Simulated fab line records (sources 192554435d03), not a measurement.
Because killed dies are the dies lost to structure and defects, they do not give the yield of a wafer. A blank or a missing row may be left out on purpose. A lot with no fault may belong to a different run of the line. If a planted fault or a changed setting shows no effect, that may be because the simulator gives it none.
Split-lot trial || flow n5Finfet || 21 wafers read from 7 lots, route of 1938 steps

ON THE SPLIT
At N5_FIN_CUT_CUT_ETCH_15 (etches Si in HBr/Cl2/O2, target depth 100 nm, bt time 10 s, time 42.4 s), the setting timeS was moved away from the recipe's 42.4 s on 7 of the 21 wafers read, by -11.4% to +22.0%. The other wafers ran this setting at the recipe's value.

Split to reading: the file shows no intervening step.

THE READING
SOC_of_FIN_CUT_COAT_18.thkNm (the simulator's own value, which no gauge read), in nm, at N5_FIN_CUT_CUT_ETCH_28 (etches Si in HBr/Cl2/O2, target depth 6 nm, time 2.4 s). No usual value for it is given in the file. Across the 14 wafers here that went through the recipe, the average is 169.2 nm and the standard deviation 0.69 nm.

{"wafer": "L074.2", "tool, chamber at the split": "rieSi-05, 1", "timeS as run, s": 51.23, "against the recipe": "+20.8%", "SOC_of_FIN_CUT_COAT_18.thkNm, nm": 161.8, "against lot-mates on the recipe": -8.2}
{"wafer": "L074.4", "tool, chamber at the split": "rieSi-05, 3", "timeS as run, s": 42.4, "against the recipe": "recipe", "SOC_of_FIN_CUT_COAT_18.thkNm, nm": 170, "against lot-mates on the recipe": "-"}
{"wafer": "L074.6", "tool, chamber at the split": "rieSi-05, 1", "timeS as run, s": 51.23, "against the recipe": "+20.8%", "SOC_of_FIN_CUT_COAT_18.thkNm, nm": 162.2, "against lot-mates on the recipe": -7.8}
{"wafer": "L075.2", "tool, chamber at the split": "rieSi-04, 2", "timeS as run, s": 42.4, "against the recipe": "recipe", "SOC_of_FIN_CUT_COAT_18.thkNm, nm": 168.2, "against lot-mates on the recipe": "-"}
{"wafer": "L075.4", "tool, chamber at the split": "rieSi-04, 0", "timeS as run, s": 45.24, "against the recipe": "+6.7%", "SOC_of_FIN_CUT_COAT_18.thkNm, nm": 167, "against lot-mates on the recipe": -1.8}
{"wafer": "L075.6", "tool, chamber at the split": "rieSi-04, 1", "timeS as run, s": 42.4, "against the recipe": "recipe", "SOC_of_FIN_CUT_COAT_18.thkNm, nm": 169.4, "against lot-mates on the recipe": "-"}
{"wafer": "L082.3", "tool, chamber at the split": "rieSi-05, 0", "timeS as run, s": 42.4, "against the recipe": "recipe", "SOC_of_FIN_CUT_COAT_18.thkNm, nm": 170, "against lot-mates on the recipe": "-"}
{"wafer": "L082.4", "tool, chamber at the split": "rieSi-05, 3", "timeS as run, s": 42.4, "against the recipe": "recipe", "SOC_of_FIN_CUT_COAT_18.thkNm, nm": 168, "against lot-mates on the recipe": "-"}
{"wafer": "L082.6", "tool, chamber at the split": "rieSi-05, 2", "timeS as run, s": 42.4, "against the recipe": "recipe", "SOC_of_FIN_CUT_COAT_18.thkNm, nm": 169.6, "against lot-mates on the recipe": "-"}
{"wafer": "L084.3", "tool, chamber at the split": "rieSi-04, 3", "timeS as run, s": 51.74, "against the recipe": "+22.0%", "SOC_of_FIN_CUT_COAT_18.thkNm, nm": 158.8, "against lot-mates on the recipe": -10.4}
{"wafer": "L084.4", "tool, chamber at the split": "rieSi-04, 2", "timeS as run, s": 51.74, "against the recipe": "+22.0%", "SOC_of_FIN_CUT_COAT_18.thkNm, nm": 160.4, "against lot-mates on the recipe": -8.8}
{"wafer": "L084.6", "tool, chamber at the split": "rieSi-04, 0", "timeS as run, s": 42.4, "against the recipe": "recipe", "SOC_of_FIN_CUT_COAT_18.thkNm, nm": 169.2, "against lot-mates on the recipe": "-"}
{"wafer": "L086.1", "tool, chamber at the split": "rieSi-05, 1", "timeS as run, s": 42.4, "against the recipe": "recipe", "SOC_of_FIN_CUT_COAT_18.thkNm, nm": 169.6, "against lot-mates on the recipe": "-"}
{"wafer": "L086.2", "tool, chamber at the split": "rieSi-05, 3", "timeS as run, s": 42.4, "against the recipe": "recipe", "SOC_of_FIN_CUT_COAT_18.thkNm, nm": 169.8, "against lot-mates on the recipe": "-"}
{"wafer": "L086.6", "tool, chamber at the split": "rieSi-05, 3", "timeS as run, s": 42.4, "against the recipe": "recipe", "SOC_of_FIN_CUT_COAT_18.thkNm, nm": 169.4, "against lot-mates on the recipe": "-"}
{"wafer": "L093.1", "tool, chamber at the split": "rieSi-04, 1", "timeS as run, s": 42.4, "against the recipe": "recipe", "SOC_of_FIN_CUT_COAT_18.thkNm, nm": 170, "against lot-mates on the recipe": "-"}
{"wafer": "L093.2", "tool, chamber at the split": "rieSi-04, 2", "timeS as run, s": 42.4, "against the recipe": "recipe", "SOC_of_FIN_CUT_COAT_18.thkNm, nm": 168.8, "against lot-mates on the recipe": "-"}
{"wafer": "L093.4", "tool, chamber at the split": "rieSi-04, 0", "timeS as run, s": 42.4, "against the recipe": "recipe", "SOC_of_FIN_CUT_COAT_18.thkNm, nm": 169, "against lot-mates on the recipe": "-"}
{"wafer": "L095.1", "tool, chamber at the split": "rieSi-05, 1", "timeS as run, s": 37.55, "against the recipe": "-11.4%", "SOC_of_FIN_CUT_COAT_18.thkNm, nm": 172.4, "against lot-mates on the recipe": "+4.4"}
{"wafer": "L095.4", "tool, chamber at the split": "rieSi-05, 3", "timeS as run, s": 37.55, "against the recipe": "-11.4%", "SOC_of_FIN_CUT_COAT_18.thkNm, nm": 172.4, "against lot-mates on the recipe": "+4.4"}
{"wafer": "L095.6", "tool, chamber at the split": "rieSi-05, 1", "timeS as run, s": 42.4, "against the recipe": "recipe", "SOC_of_FIN_CUT_COAT_18.thkNm, nm": 168, "against lot-mates on the recipe": "-"}

THE FIT
A straight line over all 21 wafers: SOC_of_FIN_CUT_COAT_18.thkNm changes by -0.373 nm for each +1% of timeS; r = -0.97; the points scatter about the line by 0.87 nm.
The same after taking each lot's own level away (the mean of its wafers on the recipe; 21 wafers): -0.405 nm for each +1%; r = -0.99; scatter 0.63 nm.
Per that fit: largest timeS move, reading shift of 8.9 nm.
The span of the lots' own levels, 168.00 to 170.00 nm, comes to 2.9 times the standard deviation stated above.
Consequently the slope shifts little with the lot-to-lot level, the two slopes agreeing.
Check: for one of the wafers moved furthest among these (+22.0%), held out of the fit, the line's prediction against its lot-mates is -8.48 nm. Against them it came out at -10.4 nm.

OTHER SPLITS ON THESE WAFERS
Note: prior to the reading, these wafers also went through further splits. Each is held against what the fit with the lots' levels taken away leaves over:
{"other split on the same wafers": "N5_PMOS_HMC_CHANNEL_EPI_PEB_07 pebTempC", "wafers away from the commonest value": 6, "r with SOC_of_FIN_CUT_COAT_18.thkNm (lot level and that fit taken away)": "+0.22"}
{"other split on the same wafers": "N5_PMOS_HMC_CHANNEL_EPI_DEVELOP_08 developTimeS", "wafers away from the commonest value": 4, "r with SOC_of_FIN_CUT_COAT_18.thkNm (lot level and that fit taken away)": "+0.23"}
{"other split on the same wafers": "N5_FIN_SAQP_PECVD_06 timeS", "wafers away from the commonest value": 9, "r with SOC_of_FIN_CUT_COAT_18.thkNm (lot level and that fit taken away)": "+0.30"}
{"other split on the same wafers": "N5_FIN_SAQP_DEVELOP_15 developTimeS", "wafers away from the commonest value": 8, "r with SOC_of_FIN_CUT_COAT_18.thkNm (lot level and that fit taken away)": "+0.11"}

THE WHOLE CHAIN: every reading that the file lists as answering this split, in the file's order
{"step": "N5_FIN_CUT_CUT_ETCH_15", "what it does": "etches Si in HBr/Cl2/O2, target depth 100 nm, bt time 10 s, time 42.4 s", "reading": "FIN_CUT.featureDepthNm (the simulator's own value, which no gauge read)", "change (the file's fit)": "+1.01 nm for each +1% of the setting", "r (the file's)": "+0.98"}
{"step": "N5_FIN_CUT_CUT_ETCH_15", "what it does": "etches Si in HBr/Cl2/O2, target depth 100 nm, bt time 10 s, time 42.4 s", "reading": "etch.depthNm (the simulator's own value, which no gauge read)", "change (the file's fit)": "+1.02 nm for each +1% of the setting", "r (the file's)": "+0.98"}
{"step": "N5_FIN_CUT_CUT_ETCH_15", "what it does": "etches Si in HBr/Cl2/O2, target depth 100 nm, bt time 10 s, time 42.4 s", "reading": "SOC_of_FIN_CUT_COAT_18.thkNm (the simulator's own value, which no gauge read)", "change (the file's fit)": "-0.406 nm for each +1% of the setting", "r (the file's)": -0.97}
{"step": "N5_FIN_CUT_CUT_ETCH_28", "what it does": "etches Si in HBr/Cl2/O2, target depth 6 nm, time 2.4 s", "reading": "SOC_of_FIN_CUT_COAT_18.thkNm (the simulator's own value, which no gauge read)", "change (the file's fit)": "-0.402 nm for each +1% of the setting", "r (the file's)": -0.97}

THE FILE'S OWN FIT
SOC_of_FIN_CUT_COAT_18.thkNm changes by -0.402 nm for each +1% of timeS, r = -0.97.
